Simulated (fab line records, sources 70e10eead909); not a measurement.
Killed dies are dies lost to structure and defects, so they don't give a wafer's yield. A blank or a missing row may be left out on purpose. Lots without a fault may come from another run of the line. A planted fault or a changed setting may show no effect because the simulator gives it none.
Chamber matching | flow nand_harc | NHARC_A_M0_DEP_32 on pecvd-01: 3 sister chambers
The step deposits SiCN, target thk 30 nm. 3 wafers are shown with their chamber, then 8 later ones without.

WAFERS WITH THEIR CHAMBER
wafer  | chamber | heater_power_w (W)
L078.4 | 2       | 539
L081.4 | 0       | 685
L093.2 | 1       | 699

WAFERS WITHOUT THEIR CHAMBER
wafer  | heater_power_w (W)
L093.3 | 442
L093.4 | 594
L094.4 | 751
L094.5 | 463
L094.6 | 599
L095.2 | 424
L095.4 | 749
L095.5 | 627

WHICH CHAMBER EACH WENT THROUGH
wafer  | from the rows above          | in truth
L093.3 | can't be placed: 2 or 0      | 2
L093.4 | can't be placed: 2 or 0 or 1 | 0
L094.4 | can't be placed: 1 or 0      | 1
L094.5 | can't be placed: 2 or 0      | 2
L094.6 | can't be placed: 2 or 0 or 1 | 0
L095.2 | can't be placed: 2 or 0      | 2
L095.4 | can't be placed: 1 or 0      | 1
L095.5 | can't be placed: 0 or 1 or 2 | 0
Placed correctly: 0 of 8. Can't be placed from these rows: 8 (the true chamber is among the candidates in 8). Placed wrongly: 0.
How it was worked out, from the rows above alone: a wafer's distance from a chamber is the root of the sum, over the readings, of the square of ((its reading less the chamber's mean) divided by the reading's scatter). The wafer belongs to the nearest chamber; if the next one is less than 2 further off, it can't be placed. A chamber's mean is the mean of its shown wafers. The scatter: with one shown wafer a chamber, the root of the mean of the squares of how far each hidden wafer lies from its nearest shown one.
